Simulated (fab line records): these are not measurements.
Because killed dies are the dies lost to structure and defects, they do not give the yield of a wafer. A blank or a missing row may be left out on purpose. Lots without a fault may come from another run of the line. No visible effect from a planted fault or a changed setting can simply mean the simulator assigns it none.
The tool behind it: which one? | flow nand_harc | 12 lots, 36 wafers sampled, at 6 steps of a route of 1159

WHAT EACH GAUGE READ, for each wafer
NHARC_A_BONDPAD_CD_MEAS_09: the cd target is 500 nm. Usual: cd_nm at 498.3 nm, with a standard deviation of 2.4.
lot  | measured     | on        | cd_nm (nm)        | flag
L417 | day 18 03:19 | cd_sem-02 | 494.9 496.7 494.7 |
L418 | day 18 07:08 | cd_sem-02 | 497.8 498.2 495.5 |
L419 | day 18 10:38 | cd_sem-02 | 500.1 496.8 498.7 |
L423 | day 19 06:08 | cd_sem-03 | 498.7 500.8 500.7 |
L425 | day 20 01:32 | cd_sem-02 | 498.0 503.3 501.4 |
L424 | day 20 01:51 | cd_sem-03 | 498.1 496.1 498.6 |
L426 | day 20 11:48 | cd_sem-01 | 498.9 498.5 499.9 |
L434 | day 22 21:05 | cd_sem-03 | 496.9 497.1 494.5 |
L435 | day 23 03:13 | cd_sem-02 | 498.5 498.0 497.4 |
L437 | day 23 07:35 | cd_sem-02 | 495.7 496.6 498.8 |
L438 | day 23 10:17 | cd_sem-02 | 501.8 500.8 502.1 |
L436 | day 23 19:29 | cd_sem-03 | 497.7 498.4 495.8 |

NHARC_THIN_TSV_THK_MEAS_02: measures by ir. Usual: thk_nm at 2973 nm, with a standard deviation of 220.
lot  | measured     | on            | thk_nm (nm)    | flag
L417 | day 18 18:56 | film_metro-01 | 3182 2452 2894 |
L418 | day 18 22:32 | film_metro-02 | 2754 2916 3105 |
L419 | day 19 03:35 | film_metro-01 | 3292 2938 3298 |
L423 | day 19 21:14 | film_metro-01 | 3056 3044 2850 |
L425 | day 20 15:53 | film_metro-02 | 5913 6137 5903 | OFF
L424 | day 20 17:05 | film_metro-01 | 5733 6069 6239 | OFF
L426 | day 21 02:08 | film_metro-01 | 5894 5991 5784 | OFF
L434 | day 23 11:22 | film_metro-01 | 3122 3410 3464 |
L435 | day 24 03:07 | film_metro-02 | 2958 2916 2925 |
L437 | day 24 04:19 | film_metro-02 | 2915 3158 2994 |
L438 | day 24 05:31 | film_metro-01 | 3276 2871 3245 |
L436 | day 24 11:40 | film_metro-01 | 2820 3031 2626 |

NHARC_END_SORT_01. Usual: defect_limited_yield 95.4 %, standard deviation 1.8; killed_at_array 28, standard deviation 11; killed_at_other 0.7, standard deviation 0.88; killed_at_periphery 3.1, standard deviation 2.2; killed_dies 31, standard deviation 12; killed_open 3.3, standard deviation 2; killed_short 2.0, standard deviation 1.6; sort_bin_2_pct 1.5 %, standard deviation 0.73; sort_bin_3_pct 0.27 %, standard deviation 0.22; sort_bin_4_pct 2.9 %, standard deviation 1.1; sort_n_pass 646, standard deviation 12; sort_rim_yield_pct 93 %, standard deviation 3.9; sort_yield_pct 95.4 %, standard deviation 1.8.
lot  | measured     | on        | defect_limited_yield (%) | killed_at_array | killed_at_other | killed_at_periphery | killed_dies | killed_open | killed_short | sort_bin_2_pct (%) | sort_bin_3_pct (%) | sort_bin_4_pct (%) | sort_n_pass | sort_rim_yield_pct (%) | sort_yield_pct (%) | flag
L425 | day 21 07:41 | prober-02 | 0 0 0                    | 16 23 28        | 657 653 648     | 4 1 1               | 677 677 677 | 1 1 4       | 0 2 1        | 97.5 97.2 96.9     | 0.15 0.44 0.15     | 2.4 2.4 3.0        | 0 0 0       | 0 0 0                  | 0 0 0              | OFF
L424 | day 21 08:29 | prober-01 | 0 0 0                    | 33 32 28        | 639 642 647     | 5 3 2               | 677 677 677 | 4 5 1       | 4 1 1        | 96.9 96.8 96.3     | 0.15 0.44 0.15     | 3.0 2.8 3.5        | 0 0 0       | 0 0 0                  | 0 0 0              | OFF
L426 | day 21 20:15 | prober-02 | 0 0 0                    | 20 14 14        | 655 662 663     | 2 1 0               | 677 677 677 | 2 2 1       | 6 6 0        | 98.1 98.7 98.2     | 0.44 0.15 0.15     | 1.5 1.2 1.6        | 0 0 0       | 0 0 0                  | 0 0 0              | OFF

TOOL THAT RAN EACH LOT (tool first, then ch and the chambers of the sampled wafers, then the start)
lot  | NHARC_A_BONDPAD_DEP_00                   | NHARC_A_BONDPAD_ETCH_24                       | NHARC_THIN_TSV_CMP_01
L417 | pecvd-02 ch 0,2, day 18 02:05            | rie_diel-02 ch 0,1,3, day 18 18:42 or earlier | cmp-02 ch 0,2,3, day 18 18:42
L418 | pecvd-01 ch 1,2, day 18 05:56            | rie_diel-05 ch 0,1,3, day 18 22:16 or earlier | cmp-01 ch 1,2,3, day 18 22:16
L419 | pecvd-02 ch 0,1,2, day 18 09:28          | rie_diel-02 ch 0,3, day 19 03:20 or earlier   | cmp-01 ch 1,3, day 19 03:20
L423 | pecvd-02 ch 0,1, day 19 04:56            | rie_diel-02 ch 1,2, day 19 20:58 or earlier   | cmp-02 ch 1,2, day 19 20:58
L425 | pecvd-01 ch 0,2, day 20 01:32 or earlier | rie_diel-02 ch 0,2,3, day 20 15:37 or earlier | cmp-03 ch 0,1,3, day 20 15:37
L424 | pecvd-02 ch 0,2, day 20 00:29            | rie_diel-02 ch 2,3, day 20 16:53 or earlier   | cmp-02 ch 1,2,3, day 20 16:53
L426 | pecvd-01 ch 1,2, day 20 10:33            | rie_diel-05 ch 0,1,3, day 21 01:53 or earlier | cmp-03 ch 1,2,3, day 21 01:53
L434 | pecvd-03 ch 0,1, day 22 19:59            | rie_diel-02 ch 0,1,3, day 23 11:06 or earlier | cmp-03 ch 0,1,2, day 23 11:06
L435 | pecvd-01 ch 1,2, day 23 01:52            | rie_diel-02 ch 0,3, day 24 02:53 or earlier   | cmp-01 ch 1,3, day 24 02:53
L437 | pecvd-01 ch 1, day 23 05:56              | rie_diel-02 ch 1,2,3, day 24 04:03 or earlier | cmp-02 ch 0,1,3, day 24 04:03
L438 | pecvd-02 ch 1,2, day 23 09:08            | rie_diel-07 ch 0,2,3, day 24 05:16 or earlier | cmp-03 ch 0,1, day 24 05:16
L436 | pecvd-02 ch 0,2, day 23 18:29            | rie_diel-02 ch 0,2, day 24 11:24 or earlier   | cmp-03 ch 1,2,3, day 24 11:24
- NHARC_A_BONDPAD_DEP_00: deposits SiCN, target thk 250 nm.
- NHARC_A_BONDPAD_ETCH_24: etches the open film in CF4/N2, target depth 30 nm, time 72.99 s.
- NHARC_THIN_TSV_CMP_01: polishes.

AS READ BY THE TOOLS THEMSELVES (means over the sampled wafers that have a number; for cases with no such wafer, the mark the record gives instead)
NHARC_A_BONDPAD_DEP_00. Usual: chamber_pressure_Torr 2.999 Torr, standard deviation 0.0069; heater_power_w 569 W, standard deviation 98.
lot  | tool     | chamber_pressure_Torr (Torr) | heater_power_w (W) | flag
L417 | pecvd-02 | 2.993                        | 651                |
L418 | pecvd-01 | 2.997                        | 546                |
L419 | pecvd-02 | 3.002                        | 653                |
L423 | pecvd-02 | 3.000                        | 530                |
L425 | pecvd-01 | 2.992                        | 532                |
L424 | pecvd-02 | 2.995                        | 641                |
L426 | pecvd-01 | 2.991                        | 441                |
L434 | pecvd-03 | 3.000                        | 546                |
L435 | pecvd-01 | 3.002                        | 488                |
L437 | pecvd-01 | 3.003                        | 499                |
L438 | pecvd-02 | 2.999                        | 603                |
L436 | pecvd-02 | 2.999                        | 715                |

NHARC_A_BONDPAD_ETCH_24. Usual: drypump_motor_current_A 5.6 A, standard deviation 0.56; oes_product_au 1.007 a.u., standard deviation 0.015; rf_vpp_V 315.1 V, standard deviation 2.3; showerhead_plenum_p_Torr 2.68 Torr, standard deviation 0.13; throttle_valve_pct 19.794 %, standard deviation 0.0086.
lot  | tool        | drypump_motor_current_A (A) | oes_product_au (a.u.) | rf_vpp_V (V) | showerhead_plenum_p_Torr (Torr) | throttle_valve_pct (%) | flag
L417 | rie_diel-02 | 5.6                         | 1.003                 | 314.6        | 2.68                            | 19.800                 |
L418 | rie_diel-05 | 5.5                         | 1.010                 | 312.7        | 2.51                            | 19.797                 |
L419 | rie_diel-02 | 5.2                         | 0.996                 | 316.0        | 2.72                            | 19.793                 |
L423 | rie_diel-02 | 6.4                         | 1.016                 | 316.0        | 2.74                            | 19.798                 |
L425 | rie_diel-02 | 5.3                         | 1.017                 | 315.4        | 2.72                            | 19.798                 |
L424 | rie_diel-02 | 5.6                         | 1.021                 | 317.3        | 2.82                            | 19.799                 |
L426 | rie_diel-05 | 5.5                         | 1.014                 | 312.5        | 2.50                            | 19.795                 |
L434 | rie_diel-02 | 5.6                         | 1.008                 | 315.0        | 2.68                            | 19.791                 |
L435 | rie_diel-02 | 5.1                         | 1.007                 | 313.4        | 2.62                            | 19.799                 |
L437 | rie_diel-02 | 5.8                         | 1.008                 | 316.8        | 2.78                            | 19.795                 |
L438 | rie_diel-07 | 5.8                         | 1.007                 | 315.0        | 2.71                            | 19.799                 |
L436 | rie_diel-02 | 5.5                         | 1.010                 | 315.8        | 2.72                            | 19.789                 |

NHARC_THIN_TSV_CMP_01. Usual: edge_zone_pressure_frac 1.001, standard deviation 0.0049; motor_current_A 12.1 A, standard deviation 1.5.
lot  | tool   | edge_zone_pressure_frac | motor_current_A (A) | flag
L417 | cmp-02 | 1.001                   | 11.4                |
L418 | cmp-01 | 1.000                   | 12.0                |
L419 | cmp-01 | 1.002                   | 11.2                |
L423 | cmp-02 | 0.993                   | 11.8                |
L425 | cmp-03 | -                       | -                   | OFF
L424 | cmp-02 | -                       | -                   | OFF
L426 | cmp-03 | -                       | -                   | OFF
L434 | cmp-03 | 0.994                   | 12.9                |
L435 | cmp-01 | 1.005                   | 11.4                |
L437 | cmp-02 | 1.002                   | 10.8                |
L438 | cmp-03 | 0.999                   | 12.9                |
L436 | cmp-03 | 1.002                   | 12.8                |

THE ANSWER, worked out from the rows above alone
Rule: a lot counts as off when the mean over its wafers that have a number is more than 3 standard deviations away from the usual mean. A lot without any number at a reading at which 4 lots or more have one is off too. The other lots that the step has rows for count as sound. Order of review: gauges by route order, followed by the tools' own readings, for which a lot's mean as printed above is used. At the first step where some lot is off, the reading lying furthest off is the one used; lots without a number count as furthest.
Off, at NHARC_THIN_TSV_THK_MEAS_02 on thk_nm: L425, L424, L426.
If a tool, at a process step before that reading, ran all the lots that are off and no sound lot after the first of them, it fits. The gauges at NHARC_THIN_TSV_THK_MEAS_02 aren't tried: what is off there is off at NHARC_END_SORT_01 too, on other tools, and a gauge's error can't cause that. NHARC_A_BONDPAD_DEP_00 gives no start for some lots, so the hours and the order of its lots are those of NHARC_A_BONDPAD_CD_MEAS_09. NHARC_A_BONDPAD_ETCH_24 gives no start for some lots, so the hours and the order of its lots are those of NHARC_THIN_TSV_CMP_01. Not one of the candidates tried fits.

WHAT THE SIMULATOR PUT IN
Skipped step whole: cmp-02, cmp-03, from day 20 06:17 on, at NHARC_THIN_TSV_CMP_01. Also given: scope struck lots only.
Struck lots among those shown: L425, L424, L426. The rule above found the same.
